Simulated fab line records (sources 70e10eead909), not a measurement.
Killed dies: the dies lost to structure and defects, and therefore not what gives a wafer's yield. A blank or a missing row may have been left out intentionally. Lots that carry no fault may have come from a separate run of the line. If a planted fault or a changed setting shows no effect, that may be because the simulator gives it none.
fab line records    flow nand-harc
[record] lots = 15  wafers = 45  last-day = 25
route steps=1159 shown A_CONTACT@854
lots with no fault: from the same line, run without faults
start-h: start of the lot's first displayed wafer, in hours after the record's first day    wait-h: how many hours have passed since the lot's step before this one    " repeats the value in the row above    L1.1+2: a row that stands for several wafers    - no value present, or no start provided    * or withheld: withheld    < > ~ a bound
route shown NAME@n: a module of which the file shows steps, and the number in the route of the first    usual: mean and standard deviation over wafers with no fault    same: alike in all rows    chamber/n: place in a boat    sites: each site's reading    _std_site: their standard deviation    _edge_site: outer sites' mean less inner sites'    radius-mm: how far each site lies from the wafer's centre    mask NAME#n: copy n    behind: the tool/chamber that last shaped the wafer    hold: why the lot was held/for how many hours/how that ended    device: names the non-switching transistor (n, p or np)    end of line: the route-end tests of the same wafers    where a step has no rows: the recipe by itself    killed: the dies lost at the first sort to structure and to defects; this is not the yield of the wafer    map: shows each die of a wafer: x if killed, . if not, _ if none is there
set.NAME: the setting that was run; set.NAME@STEP: the one run at that earlier step    model.NAME: the simulator's own value behind a step, which no gauge read
route steps across a sampled set of lots; one table per step, one row per wafer
[[steps]]
[step NHARC_A_CONTACT_CD_MEAS_42]
[recipe] target-cd-nm = 200  landing-energy-ev = 500
[usual] cd-nm = 199.9/0.47
lot.wafer  tool       chamber  start-h  wait-h  cd-nm
L603.2     cd-sem-01  0        379.10   -       198.8
L603.3     "          0        "        "       199.8
L603.4     "          0        "        "       199.9
L604.2     cd-sem-01  0        383.46   -       200.0
L604.5     "          0        "        "       199.9
L604.6     "          0        "        "       199.7
L607.2     cd-sem-02  0        393.58   -       199.8
L607.3     "          0        "        "       199.4
L607.4     "          0        "        "       199.2
L608.1     cd-sem-02  0        403.37   -       200.2
L608.3     "          0        "        "       200.1
L608.5     "          0        "        "       200.7
L610.1     cd-sem-03  0        407.57   -       200.6
L610.3     "          0        "        "       200.7
L610.5     "          0        "        "       200.9
L611.1     cd-sem-02  0        410.06   -       199.8
L611.4     "          0        "        "       200.4
L611.5     "          0        "        "       199.7
L609.2     cd-sem-02  0        414.77   -       199.9
L609.3     "          0        "        "       200.1
L609.6     "          0        "        "       199.6
L618.1     cd-sem-03  0        455.63   -       199.8
L618.3     "          0        "        "       199.5
L618.6     "          0        "        "       199.4
L623.1     cd-sem-02  0        469.65   -       199.5
L623.2     "          0        "        "       200.0
L623.3     "          0        "        "       199.2
L619.3     cd-sem-02  0        472.92   -       199.1
L619.4     "          0        "        "       199.2
L619.6     "          0        "        "       199.3
L624.2     cd-sem-03  0        477.07   -       199.5
L624.3     "          0        "        "       199.5
L624.6     "          0        "        "       200.1
L621.3     cd-sem-03  0        477.87   -       200.4
L621.5     "          0        "        "       199.4
L621.6     "          0        "        "       200.3
L622.2     cd-sem-02  0        482.91   -       200.1
L622.3     "          0        "        "       199.8
L622.6     "          0        "        "       200.7
L625.1     cd-sem-01  0        488.81   -       199.8
L625.2     "          0        "        "       199.7
L625.3     "          0        "        "       199.8
L626.2     cd-sem-01  0        523.75   -       199.6
L626.3     "          0        "        "       199.3
L626.6     "          0        "        "       200.0
[step NHARC_A_CONTACT_ETCH_111]
[recipe] source-w = withheld  pressure-mtorr = 20  bias-v = withheld  time-s = 140  target-depth-a = 7000  ar-flow-sccm = withheld  c4f8-flow-sccm = withheld  o2-flow-sccm = withheld  chemistry = C4F8/O2/Ar
[usual] chamber-pressure-mTorr = 19.998/0.02  oes-air-line-au = 0.997/0.019
lot.wafer  tool             chamber  start-h  wait-h  chamber-pressure-mTorr  oes-air-line-au  rf-hours-counter-h
L603.2     har-cap-etch-02  0        380.67   -       20.001                  1.026            9
L603.3     "                0        "        "       19.985                  1.002            -
L603.4     "                1        "        "       19.998                  1.013            -
L604.2     har-cap-etch-03  1        385.38   -       19.963                  0.982            86
L604.6     "                0        "        "       20.037                  1.008            -
L604.5     "                1        "        "       20.006                  0.999            -
L607.2     har-cap-etch-03  1        395.05   -       20.038                  1.012            88
L607.4     "                0        "        "       19.986                  1.000            -
L607.3     "                1        "        "       20.008                  0.983            -
L608.1     har-cap-etch-03  1        404.90   -       20.002                  0.983            90
L608.3     "                1        "        "       19.985                  1.012            -
L608.5     "                0        "        "       20.040                  1.017            -
L610.1     har-cap-etch-02  0        409.15   -       -                       -                -
L610.3     "                0        "        "       -                       -                -
L610.5     "                1        "        "       -                       -                -
L611.1     har-cap-etch-01  1        411.54   -       -                       -                -
L611.4     "                0        "        "       -                       -                -
L611.5     "                1        "        "       -                       -                -
L609.2     har-cap-etch-02  1        416.25   -       -                       -                -
L609.3     "                1        "        "       -                       -                -
L609.6     "                1        "        "       -                       -                -
L618.1     har-cap-etch-02  1        457.24   -       19.989                  0.978            24
L618.3     "                0        "        "       19.970                  1.006            -
L618.6     "                1        "        "       19.982                  0.996            -
L623.2     har-cap-etch-02  0        471.10   -       20.005                  1.056            25
L623.1     "                1        "        "       19.996                  1.000            25
L623.3     "                0        "        "       19.976                  1.019            -
L619.3     har-cap-etch-03  0        474.47   -       20.013                  1.003            -
L619.4     "                1        "        "       20.047                  1.022            -
L619.6     "                0        "        "       19.975                  1.012            -
L624.2     har-cap-etch-02  0        478.85   -       20.024                  1.026            27
L624.3     "                0        "        "       19.989                  1.007            -
L624.6     "                1        "        "       20.000                  1.026            -
L621.3     har-cap-etch-03  1        479.44   -       20.002                  1.013            -
L621.6     "                0        "        "       19.994                  0.969            -
L621.5     "                1        "        "       20.014                  0.980            -
L622.2     har-cap-etch-01  0        484.77   -       19.977                  1.012            76
L622.3     "                1        "        "       19.990                  1.030            -
L622.6     "                0        "        "       19.970                  0.991            -
L625.2     har-cap-etch-02  0        490.27   -       20.020                  0.992            31
L625.1     "                1        "        "       19.994                  0.993            31
L625.3     "                0        "        "       19.991                  0.987            -
L626.2     har-cap-etch-02  0        525.22   -       19.968                  1.019            36
L626.3     "                0        "        "       20.025                  0.997            -
L626.6     "                1        "        "       19.994                  0.997            -
[step NHARC_A_CONTACT_ETCH_113]
[recipe] source-w = withheld  pressure-mtorr = 20  bias-v = 3000  time-s = 94  target-depth-a = 9220  ar-flow-sccm = withheld  c4f8-flow-sccm = withheld  o2-flow-sccm = withheld  chemistry = C4F8/O2/Ar
[usual] chamber-pressure-mTorr = 20.001/0.021  oes-air-line-au = 1.001/0.02
lot.wafer  tool             chamber  start-h  wait-h  chamber-pressure-mTorr  oes-air-line-au  rf-hours-counter-h
L603.2     har-cap-etch-02  0        380.96   0.1     20.009                  1.020            9
L603.3     "                0        "        "       20.023                  0.994            -
L603.4     "                1        "        "       19.999                  0.999            -
L604.2     har-cap-etch-03  1        385.65   0.1     20.029                  0.958            86
L604.6     "                0        "        "       19.966                  1.012            -
L604.5     "                1        "        "       19.999                  0.988            -
L607.2     har-cap-etch-03  1        395.33   0.1     20.010                  0.990            89
L607.4     "                0        "        "       19.982                  0.979            -
L607.3     "                1        "        "       20.011                  0.994            -
L608.1     har-cap-etch-03  1        405.17   0.1     20.002                  1.023            90
L608.3     "                1        "        "       19.995                  1.030            -
L608.5     "                0        "        "       20.003                  1.016            -
L610.1     har-cap-etch-02  0        409.42   0.1     20.005                  1.011            15
L610.3     "                0        "        "       19.966                  1.001            -
L610.5     "                1        "        "       19.989                  0.993            -
L611.1     har-cap-etch-01  1        411.81   0.1     20.007                  0.994            61
L611.4     "                0        "        "       19.988                  1.004            -
L611.5     "                1        "        "       20.011                  0.984            -
L609.2     har-cap-etch-02  1        416.52   0.1     20.030                  1.009            17
L609.3     "                1        "        "       20.009                  1.020            -
L609.6     "                1        "        "       20.011                  0.990            -
L618.1     har-cap-etch-02  1        457.51   0.1     20.013                  0.968            24
L618.3     "                0        "        "       20.000                  0.977            -
L618.6     "                1        "        "       20.048                  0.990            -
L623.2     har-cap-etch-02  0        471.39   0.1     19.991                  1.001            26
L623.1     "                1        "        "       20.026                  0.972            26
L623.3     "                0        "        "       20.026                  1.000            -
L619.3     har-cap-etch-03  0        474.72   0.1     19.981                  1.016            -
L619.4     "                1        "        "       20.067                  1.011            -
L619.6     "                0        "        "       19.999                  1.024            -
L624.2     har-cap-etch-02  0        479.12   0.1     20.038                  0.991            27
L624.3     "                0        "        "       20.050                  1.005            -
L624.6     "                1        "        "       19.986                  0.992            -
L621.3     har-cap-etch-03  1        479.67   0.1     19.991                  0.993            -
L621.6     "                0        "        "       20.016                  0.993            -
L621.5     "                1        "        "       19.999                  1.027            -
L622.2     har-cap-etch-01  0        485.14   0.1     20.019                  0.980            76
L622.3     "                1        "        "       19.995                  1.004            -
L622.6     "                0        "        "       20.007                  0.983            -
L625.2     har-cap-etch-02  0        490.56   0.1     19.982                  1.009            31
L625.1     "                1        "        "       19.999                  1.010            31
L625.3     "                0        "        "       20.026                  1.020            -
L626.2     har-cap-etch-02  0        525.49   0.1     20.020                  0.954            37
L626.3     "                0        "        "       20.009                  0.980            -
L626.6     "                1        "        "       20.010                  1.003            -
[step NHARC_A_CONTACT_ETCH_117]
[recipe] source-w = withheld  pressure-mtorr = 20  bias-v = 3000  time-s = 94  target-depth-a = 9220  ar-flow-sccm = withheld  c4f8-flow-sccm = withheld  o2-flow-sccm = withheld  chemistry = C4F8/O2/Ar
[usual] chamber-pressure-mTorr = 20.001/0.019  oes-air-line-au = 1.001/0.021
lot.wafer  tool             chamber  start-h  wait-h  chamber-pressure-mTorr  oes-air-line-au  rf-hours-counter-h
L603.2     har-cap-etch-02  0        381.32   0.1     20.001                  1.015            10
L603.3     "                0        "        "       20.008                  1.022            -
L603.4     "                1        "        "       19.993                  0.990            -
L604.2     har-cap-etch-03  1        386.01   0.1     19.999                  1.000            86
L604.6     "                0        "        "       20.006                  1.005            -
L604.5     "                1        "        "       19.983                  1.003            -
L607.2     har-cap-etch-03  1        395.69   0.1     20.007                  0.997            89
L607.4     "                0        "        "       19.981                  1.013            -
L607.3     "                1        "        "       19.982                  0.993            -
L608.1     har-cap-etch-03  1        405.53   0.1     19.995                  1.000            91
L608.3     "                1        "        "       20.018                  1.001            -
L608.5     "                0        "        "       19.994                  1.005            -
L610.1     har-cap-etch-02  0        409.79   0.1     20.031                  0.989            16
L610.3     "                0        "        "       19.980                  1.011            -
L610.5     "                1        "        "       19.989                  1.021            -
L611.1     har-cap-etch-01  1        412.17   0.1     20.022                  1.024            62
L611.4     "                0        "        "       19.984                  1.014            -
L611.5     "                1        "        "       19.969                  0.991            -
L609.2     har-cap-etch-02  1        416.88   0.1     20.014                  1.012            17
L609.3     "                1        "        "       20.060                  1.017            -
L609.6     "                1        "        "       20.015                  0.998            -
L618.1     har-cap-etch-02  1        457.87   0.1     20.007                  1.010            24
L618.3     "                0        "        "       19.972                  1.025            -
L618.6     "                1        "        "       20.006                  1.018            -
L623.2     har-cap-etch-02  0        471.76   0.1     19.994                  0.970            26
L623.1     "                1        "        "       20.019                  1.024            26
L623.3     "                0        "        "       20.000                  0.973            -
L619.3     har-cap-etch-03  0        475.08   0.1     19.961                  0.998            -
L619.4     "                1        "        "       20.056                  0.970            -
L619.6     "                0        "        "       20.036                  0.979            -
L624.2     har-cap-etch-02  0        479.49   0.1     19.995                  0.995            27
L624.3     "                0        "        "       19.997                  1.026            -
L624.6     "                1        "        "       20.019                  1.008            -
L621.3     har-cap-etch-03  1        480.04   0.1     19.983                  1.000            -
L621.6     "                0        "        "       19.975                  0.984            -
L621.5     "                1        "        "       19.992                  1.025            -
L622.2     har-cap-etch-01  0        485.62   0.1     19.965                  0.972            77
L622.3     "                1        "        "       20.014                  1.033            -
L622.6     "                0        "        "       20.012                  0.991            -
L625.2     har-cap-etch-02  0        490.92   0.1     19.978                  0.998            31
L625.1     "                1        "        "       19.996                  0.997            31
L625.3     "                0        "        "       19.996                  1.014            -
L626.2     har-cap-etch-02  0        525.86   0.1     20.024                  0.962            37
L626.3     "                0        "        "       19.990                  0.985            -
L626.6     "                1        "        "       20.017                  0.983            -
[[key]]
[first-sign] step = NHARC_A_CONTACT_ETCH_111  reading = tool-record  direction = missing
effect none on later readings
met-at NHARC_A_CONTACT_ETCH_111
struck-lots L609,L610,L611
later-rows-left-out L609.2,L609.3,L609.6,L610.1,L610.3,L610.5,L611.1,L611.4,L611.5
sort-left-out L609.2,L609.3,L609.6,L610.1,L610.3,L610.5,L611.1,L611.4,L611.5
tester-left-out L609,L610,L611
not-acting-at NHARC_A_CONTACT_CD_MEAS_42,NHARC_A_CONTACT_ETCH_113,NHARC_A_CONTACT_ETCH_117
onset-between 380.67 409.15
[fault] kind = skipped-step-whole  tool = har-cap-etch-01,har-cap-etch-02  chamber = -  onset-h = 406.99  steps = NHARC_A_CONTACT_ETCH_111  scope = struck-lots-only
// tester-left-out: of these lots the tester's yield and bins aren't shown, on N5 and GAA mostly nor the transistor test; their killed dies are dies lost to structure and defects alone, not to doping, threshold or leakage, so they don't give the yield
// sort-left-out: the simulated sort isn't trusted on such a fault, so these wafers' sort isn't shown, and their yield isn't known
// later-rows-left-out: the simulator's readings of these wafers behind a module that went badly wrong aren't trusted and aren't shown, but for the sort
